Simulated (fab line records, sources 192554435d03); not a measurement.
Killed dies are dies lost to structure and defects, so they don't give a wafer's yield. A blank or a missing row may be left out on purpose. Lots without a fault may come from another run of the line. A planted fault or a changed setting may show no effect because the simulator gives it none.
A struck lot beside a sound one | flow n5_finfet | 33 steps out of a route of 1938
Sound: wafers L494.2, L494.3, L494.4. Struck: wafers L489.3, L489.4, L489.6. The cause comes at the end.
At each step with rows: each side's tool, then ch and its chambers, then its first start. Under that, the readings that differ: sound wafers | struck wafers | difference of the means | sigmas: that difference in standard deviations of wafers without a fault.
alike: readings whose means differ by less than 2 such deviations, and words and numbers that are the same on both sides. not compared: withheld readings, readings that some wafer has no value for, bounds like >300 that may hide the same value, and numbers for which the record gives no deviation and whose values overlap.
The two part at a step that has a row with sigmas, a row that says differs or no value, or rows on one side only. Numbers that don't overlap but have no deviation are shown without sigmas and don't part them. A reading that every wafer of one side lacks parts them only if that side has two wafers or more.

first, 9 steps without rows for these wafers: N5_SD_EPI_P_DESCUM_14 (chemistry O2, time 7.9 s); N5_SD_EPI_P_ETCH_36 (etches SiARC in CF4, target depth 45.5 nm, time 75.8 s); N5_SD_EPI_P_ETCH_37 (etches SOC in N2/H2, overetch 108 nm, time 486 s); N5_SD_EPI_P_STRIP_38 (strips in N2/H2); N5_SD_EPI_P_ETCHBACK_46 (etches SiNx in CH3F/O2, stops on SiO2, target depth 17.5 nm); N5_SD_EPI_P_ETCH_47 (etches SiOCN in CH3F/O2, target depth 25 nm); N5_SD_EPI_P_ETCH_16 (etches SiO2 in CHF3/O2, target depth 5 nm); N5_SD_EPI_P_STRIP_50 (strips in CHF3/O2); N5_SD_EPI_P_SD_RECESS_17 (chemistry HBr/Cl2/O2, target depth 39.1 nm, bt time 3 s).
N5_SD_EPI_P_WET_ETCH_45: etches SiO2 in dHF, time 10.7 s, target depth 2 nm, rinse time 30 s.
  sound on wet_bench-04 ch 2,6,7, day 7 17:45; struck on wet_bench-04 ch 2,4,5, day 6 14:40
  no value came back on the struck wafers for rinse_temp_c (C), rinse_time_s (s); on the sound wafers rinse_temp_c (C) reads 22.95 23.03 22.95
then, 22 steps without rows for these wafers: N5_SD_EPI_P_STRIP_40 (strips in N2/H2); N5_SD_EPI_P_PRECLEAN_52 (cleans in O3/DIW, time 60 s); N5_SD_EPI_P_SRD_20 (time 30 s); N5_SD_EPI_P_PRECLEAN_51 (cleans in NF3:NH3, afs cycles 1, time 20 s, sublimation time 60 s); N5_SD_EPI_P_VAPOR_ETCH_44 (etches SiGe30 in NF3/Ar, time 3.3 s); N5_SD_EPI_P_EPI_21 (deposits SiGe:B, time 355 s); N5_SD_EPI_P_HM_STRIP_48 (strips SiNx in H3PO4, material SiNx, target depth 3 nm); N5_SD_EPI_P_SRD_49 (time 30 s); N5_SD_EPI_P_PRECLEAN_24 (cleans in O3/DIW, time 45 s); N5_SD_EPI_P_PRECLEAN_32 (cleans in dHF, time 10 s); N5_SD_EPI_P_PRECLEAN_33 (cleans in SC2, time 45 s); N5_SD_EPI_P_SRD_25 (time 30 s); N5_SD_ACTIVATION_RTA_00 (time 0 s); N5_SD_ACTIVATION_LSA_01 (time 0.0008 s); N5_ILD0_LINER_00 (material SiNx, target thk 4 nm, pulse time 1 s, purge time 2 s); N5_ILD0_FCVD_FILL_01 (material SiO2 flowable, target thk 200 nm, time 328.3 s); N5_ILD0_CURE_02 (time 1800 s); N5_ILD0_CMP_03 (polishes, stops on SiNx, t overpolish 1.9 s, target thk 197.38 nm); N5_ILD0_CMP_07 (polishes SiO2 flowable, stops on poly-Si, t overpolish 1.18 s, target thk 138.88 nm); N5_ILD0_PRECLEAN_10 (cleans in NF3:NH3, afs cycles 5, time 20 s, sublimation time 60 s); N5_ILD0_ALD_15 (deposits SiNx, target thk 24 nm, pulse time 1 s, ald cycles 480); N5_ILD0_CMP_12 (polishes SiNx, stops on poly-Si, t overpolish 6 s, target thk 17.67 nm).
-- the record jumps here: 6 days lie between the struck wafers' starts before and after (it left off in module ILD0 and takes up again in module BEOL_M4, whose first step shown is number 1111 of the route) --
N5_BEOL_M4_RC_MEAS_101:
  sound on prober-02 ch 0, day 13 18:15; struck on prober-01 ch 0, day 12 11:19
  reading       | sound       | struck      | difference | sigmas
  ION_P (uA/um) | 466 465 469 | 462 452 446 | -13        | -2
  alike: DIBL_N, DIBL_P, IOFF_N, IOFF_P, IOFF_P_LONG, ION_N, SS_N, SS_P, VT_N, VT_P

WHERE THEY PART
First at N5_SD_EPI_P_WET_ETCH_45; last, within this record, at N5_BEOL_M4_RC_MEAS_101.

WHY: what the simulator had put in
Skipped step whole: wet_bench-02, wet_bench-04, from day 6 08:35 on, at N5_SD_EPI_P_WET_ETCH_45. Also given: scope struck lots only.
